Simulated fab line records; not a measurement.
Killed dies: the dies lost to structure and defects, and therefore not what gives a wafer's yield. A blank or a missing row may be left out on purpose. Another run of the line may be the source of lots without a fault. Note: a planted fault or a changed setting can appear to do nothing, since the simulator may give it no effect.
Code-filled problem report in 8D (eight disciplines) form	flow nand harc	the parts of the form that need people (team, actions taken, sign-off) are left out

## 1. WHAT WENT WRONG
cd nm at NHARC_P_ZERO_WELL_CD_MEAS_11 reads a mean of 530.0 nm on 6 wafers of 2 lots; wafers without a fault read 499.9 nm with a standard deviation of 2.5. That is +12 standard deviations from the usual mean.
The step: target cd 500 nm.
Earliest sighting: wafer L139.2 on cd sem-02 at day 6 13:15. Wafers with a number at this step in the record: 39, from 13 lots. The rule behind "out" and "out of limits": a value lying over 4 standard deviations away from the usual mean. All remaining wafers that have a number are taken as sound.

## 2. WHAT IT IS, WHAT IT ISN'T
question	is	is not
which readings at this step	cd nm	-
which lots	L139, L140	L119, L120, L121, L122, L126, L128, L129, L131, L132, L133, L142
which wafers of those lots	all that have a number	-
read on which gauges	cd sem-02, cd sem-03	cd sem-01
when	from day 6 13:15	up to then (30 sound wafers); but 3 sound wafers of L142 came after

## 3. THE SUSPECTS, EACH WITH WHAT RULES IT OUT
Counting: a tool at any process step up to the reading remains a suspect when it ran all the lots that are out and ran no sound lot after the first of those.
- the gauge at NHARC_P_ZERO_WELL_CD_MEAS_11 is ruled out. Those wafers that are out were read across 2 gauges (cd sem-02, cd sem-03).
- litho track-03 at NHARC_P_ZERO_WELL_PEB_09 (peb time 80 s): kept. All lots that are out passed through it, beginning with L139 at day 6 13:10, and no sound lot followed; its final sound lot before that point was L131 at day 4 13:14. Its own readings are out on those wafers: heater power total W, plate temp C.
The count leaves litho track-03 at NHARC_P_ZERO_WELL_PEB_09.

## 4. THE CAUSE (what the simulator had put in)
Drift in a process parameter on litho track-03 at NHARC_P_ZERO_WELL_PEB_09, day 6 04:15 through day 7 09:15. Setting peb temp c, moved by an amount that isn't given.
After counting, this tool was the only one left.

## 5. SEQUENCE OF EFFECTS, ordered by route
Each row: a reading where the mean over the struck wafers with a number is more than 3 standard deviations away from the usual. Scope: only readings with a usual standard deviation given in the record; hours: median across lots of the time from each lot's start at the first step in this table that gives one to its start at this step; sigmas: change in usual standard deviations.
hours	step	reading	usual	on struck wafers	change	sigmas
0	NHARC_P_ZERO_WELL_PEB_09	heater power total W	189.7 W	202.0	+12.3	+15
0	NHARC_P_ZERO_WELL_PEB_09	plate temp C	128.00 C	134.43	+6.43	+49
0	NHARC_P_ZERO_WELL_CD_MEAS_11	cd nm	499.9 nm	530.0	+30.1	+12
Process steps it contains:
- NHARC_P_ZERO_WELL_PEB_09: peb time 80 s.
Later measuring or inspecting steps at which every struck wafer that the step has a row for has a number for every such reading, and none has moved that far: NHARC_P_ZERO_WELL_CD_MEAS_24, NHARC_P_STI_OVL_MEAS_10, NHARC_END_SORT_01.

## 6. WHAT WOULD HAVE CAUGHT IT SOONER
In this record the first reading out of limits at a measuring or inspecting step was taken at day 6 13:15, 9 hours after the fault began at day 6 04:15.
At NHARC_P_ZERO_WELL_PEB_09, the tool's own readings (heater power total W, plate temp C) were out on each struck wafer the step has a row for, so an alarm limit on them would have fired on the first such wafer.
Lots out: 2; of these, L140 started NHARC_P_ZERO_WELL_PEB_09 on litho track-03 after day 6 13:15. Had the tool been put on hold then, it would have been spared.
